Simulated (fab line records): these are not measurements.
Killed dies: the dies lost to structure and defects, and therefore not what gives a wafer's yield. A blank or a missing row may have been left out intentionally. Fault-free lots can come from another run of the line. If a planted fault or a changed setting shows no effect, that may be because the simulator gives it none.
Lot-split experiment :: flow n5 finfet :: route with 1938 steps; 7 lots, 21 wafers read

## SPLIT DETAILS
At N5_HKMG_FIN_PEB_10 (peb time 60 s), the setting peb time s was moved away from the recipe's 60 s on 8 of the 21 wafers read, by -22.1% to +15.4%. This setting was run at the recipe's value on the other wafers.

## SPLIT TO READING: what lies between them in the file, 1 step
- N5_HKMG_FIN_DEVELOP_11: develop time 30 s (also split here: develop time s)

## THE READING
cd nm, in nm, at N5_HKMG_FIN_CD_MEAS_12 (target cd 92.8 nm). On this fab line, fault-free wafers typically give 92.7 nm with a standard deviation of 0.51 nm.

wafer: L077.1
tool, chamber at the split: litho track-02, 0
peb time s as run, s: 60
against the recipe: recipe
cd nm, nm: 92.1
against lot-mates on the recipe: -

wafer: L077.3
tool, chamber at the split: litho track-02, 0
peb time s as run, s: 60
against the recipe: recipe
cd nm, nm: 92.3
against lot-mates on the recipe: -

wafer: L077.5
tool, chamber at the split: litho track-02, 0
peb time s as run, s: 60
against the recipe: recipe
cd nm, nm: 91.2
against lot-mates on the recipe: -

wafer: L082.1
tool, chamber at the split: litho track-03, 0
peb time s as run, s: 60
against the recipe: recipe
cd nm, nm: 93.4
against lot-mates on the recipe: -

wafer: L082.3
tool, chamber at the split: litho track-03, 0
peb time s as run, s: 69.09
against the recipe: +15.1%
cd nm, nm: 97.9
against lot-mates on the recipe: +4.7

wafer: L082.5
tool, chamber at the split: litho track-03, 0
peb time s as run, s: 60
against the recipe: recipe
cd nm, nm: 93.1
against lot-mates on the recipe: -

wafer: L087.2
tool, chamber at the split: litho track-04, 0
peb time s as run, s: 65.38
against the recipe: +9.0%
cd nm, nm: 95.0
against lot-mates on the recipe: +2.8

wafer: L087.3
tool, chamber at the split: litho track-04, 0
peb time s as run, s: 60
against the recipe: recipe
cd nm, nm: 92.8
against lot-mates on the recipe: -

wafer: L087.5
tool, chamber at the split: litho track-04, 0
peb time s as run, s: 60
against the recipe: recipe
cd nm, nm: 91.5
against lot-mates on the recipe: -

wafer: L092.3
tool, chamber at the split: litho track-03, 0
peb time s as run, s: 60
against the recipe: recipe
cd nm, nm: 91.4
against lot-mates on the recipe: -

wafer: L092.4
tool, chamber at the split: litho track-03, 0
peb time s as run, s: 50.54
against the recipe: -15.8%
cd nm, nm: 86.8
against lot-mates on the recipe: -5.0

wafer: L092.6
tool, chamber at the split: litho track-03, 0
peb time s as run, s: 60
against the recipe: recipe
cd nm, nm: 92.2
against lot-mates on the recipe: -

wafer: L094.1
tool, chamber at the split: litho track-02, 0
peb time s as run, s: 60
against the recipe: recipe
cd nm, nm: 93.3
against lot-mates on the recipe: -

wafer: L094.3
tool, chamber at the split: litho track-02, 0
peb time s as run, s: 60
against the recipe: recipe
cd nm, nm: 93.1
against lot-mates on the recipe: -

wafer: L094.4
tool, chamber at the split: litho track-02, 0
peb time s as run, s: 60
against the recipe: recipe
cd nm, nm: 93.4
against lot-mates on the recipe: -

wafer: L095.1
tool, chamber at the split: litho track-03, 0
peb time s as run, s: 46.72
against the recipe: -22.1%
cd nm, nm: 84.1
against lot-mates on the recipe: no lot-mate on the recipe

wafer: L095.2
tool, chamber at the split: litho track-03, 0
peb time s as run, s: 46.72
against the recipe: -22.1%
cd nm, nm: 82.3
against lot-mates on the recipe: no lot-mate on the recipe

wafer: L095.3
tool, chamber at the split: litho track-03, 0
peb time s as run, s: 46.72
against the recipe: -22.1%
cd nm, nm: 83.4
against lot-mates on the recipe: no lot-mate on the recipe

wafer: L097.3
tool, chamber at the split: litho track-03, 0
peb time s as run, s: 69.25
against the recipe: +15.4%
cd nm, nm: 97.6
against lot-mates on the recipe: +4.6

wafer: L097.4
tool, chamber at the split: litho track-03, 0
peb time s as run, s: 69.25
against the recipe: +15.4%
cd nm, nm: 97.3
against lot-mates on the recipe: +4.3

wafer: L097.6
tool, chamber at the split: litho track-03, 0
peb time s as run, s: 60
against the recipe: recipe
cd nm, nm: 93.0
against lot-mates on the recipe: -

THE FIT
A straight line over all 21 wafers: cd nm changes by +0.381 nm for each +1% of peb time s; r = +0.98; the points scatter about the line by 0.82 nm.
The same after taking each lot's own level away (the mean of its wafers on the recipe; 18 wafers): +0.303 nm for each +1%; r = +0.99; scatter 0.37 nm.
On that fit, the largest move of peb time s shifts the reading by 6.7 nm.
Measured against the standard deviation above, the lots' own levels, which go from 91.80 to 93.27 nm, span 2.9 times it.
Hence the slope depends on the lot-to-lot level, as the two fits are not the same.
Check: for one of the wafers moved furthest among these (-15.8%), held out of the fit, the line's prediction against its lot-mates is -4.67 nm. It came out at -5 nm against them.

## FURTHER SPLITS ON THESE WAFERS
Note: prior to the reading, these wafers also went through further splits. Each is held against what the fit with the lots' levels taken away leaves over:
other split on the same wafers: N5_SD_EPI_N_DESCUM_14 time s
wafers away from the commonest value: 9
r with cd nm (lot level and that fit taken away): +0.05

other split on the same wafers: N5_SDB_COAT_05 spin rpm
wafers away from the commonest value: 8
r with cd nm (lot level and that fit taken away): -0.08

other split on the same wafers: N5_HKMG_FIN_DESCUM_53 time s
wafers away from the commonest value: 9
r with cd nm (lot level and that fit taken away): +0.04

other split on the same wafers: N5_HKMG_FIN_ETCH_58 source w
wafers away from the commonest value: 9
r with cd nm (lot level and that fit taken away): +0.04

other split on the same wafers: N5_HKMG_FIN_DEVELOP_11 develop time s
wafers away from the commonest value: 8
r with cd nm (lot level and that fit taken away): +0.12

## THE FILE'S OWN FIT
cd nm changes by +0.305 nm for each +1% of peb time s, r = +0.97.
